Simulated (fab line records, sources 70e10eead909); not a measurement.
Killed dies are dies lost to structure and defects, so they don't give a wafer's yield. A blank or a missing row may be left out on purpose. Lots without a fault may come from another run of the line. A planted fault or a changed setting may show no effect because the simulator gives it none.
Which tool did it? | flow nand_harc | 10 lots, 28 wafers sampled, at 3 steps of a route of 1159

WHAT THE GAUGES READ, wafer by wafer
NHARC_A_CHANNEL_HOLE_D1_CD_MEAS_10: target cd 100 nm.
lot  | measured     | on        | cd_nm (nm)
L875 | day 8 08:02  | cd_sem-01 | 100.7 100.9 100.7
L882 | day 9 22:46  | cd_sem-03 | 107.0 99.2
L883 | day 10 05:56 | cd_sem-01 | 107.6 100.3
L884 | day 10 14:52 | cd_sem-03 | 107.3 100.0 100.1
L890 | day 12 04:50 | cd_sem-02 | 100.3 100.7 100.7
L891 | day 12 15:35 | cd_sem-02 | 100.2 100.1 100.0
L896 | day 13 04:44 | cd_sem-01 | 99.7 100.0 100.3
L895 | day 13 05:50 | cd_sem-01 | 100.0 99.6 99.7
L897 | day 13 15:16 | cd_sem-01 | 100.1 99.8 99.7
L898 | day 14 01:09 | cd_sem-01 | 100.0 100.2 100.0

WHICH TOOL RAN EACH LOT (tool, then ch and the chambers of the sampled wafers, then the start)
lot  | NHARC_A_CHANNEL_HOLE_D1_DEP_01 | NHARC_A_CHANNEL_HOLE_D1_PEB_08
L875 | pecvd-01 ch 0,2, day 8 07:21   | litho_track-04 ch 0, day 8 07:58
L882 | pecvd-03 ch 0,2, day 9 22:12   | litho_track-04 ch 0, day 9 22:41
L883 | pecvd-03 ch 0,2, day 10 05:20  | litho_track-04 ch 0, day 10 05:51
L884 | pecvd-03 ch 0,2, day 10 14:03  | litho_track-04 ch 0, day 10 14:47
L890 | pecvd-03 ch 0,2, day 12 04:13  | litho_track-06 ch 0, day 12 04:44
L891 | pecvd-03 ch 1,2, day 12 14:54  | litho_track-06 ch 0, day 12 15:31
L896 | pecvd-02 ch 1,2, day 13 04:02  | litho_track-01 ch 0, day 13 04:39
L895 | pecvd-01 ch 0,2, day 13 05:07  | litho_track-01 ch 0, day 13 05:46
L897 | pecvd-02 ch 0,2, day 13 14:40  | litho_track-04 ch 0, day 13 15:11
L898 | pecvd-03 ch 0,1, day 14 00:33  | litho_track-01 ch 0, day 14 01:04
- NHARC_A_CHANNEL_HOLE_D1_DEP_01: deposits SiON, target thk 140 nm.
- NHARC_A_CHANNEL_HOLE_D1_PEB_08: peb time 65 s.

THE ANSWER, worked out from the rows above alone
Rule: what is usual is taken from the lots themselves. Put in order of their means at a reading, lots are off if they are a third of the lots or fewer, leave a main group of 4 or more, and stand apart from it by a gap of 3 or more times the standard deviation of the main group's means; of several such gaps the widest counts. A main group whose means are all the same, to the digits that the tables above print for the reading, isn't used. A lot without any number at a reading at which 4 lots or more have one is off too. The other lots that the step has rows for count as sound.
Off: L882, L883, L884, at NHARC_A_CHANNEL_HOLE_D1_CD_MEAS_10 (cd_nm). The main group: mean 100.2 nm, standard deviation 0.34.
A tool fits if, at a process step before that reading, it ran every lot that is off, and no sound lot after the first of them. The gauges at NHARC_A_CHANNEL_HOLE_D1_CD_MEAS_10 are tried like those tools. None of those tried fits.

WHAT THE SIMULATOR HAD PUT IN
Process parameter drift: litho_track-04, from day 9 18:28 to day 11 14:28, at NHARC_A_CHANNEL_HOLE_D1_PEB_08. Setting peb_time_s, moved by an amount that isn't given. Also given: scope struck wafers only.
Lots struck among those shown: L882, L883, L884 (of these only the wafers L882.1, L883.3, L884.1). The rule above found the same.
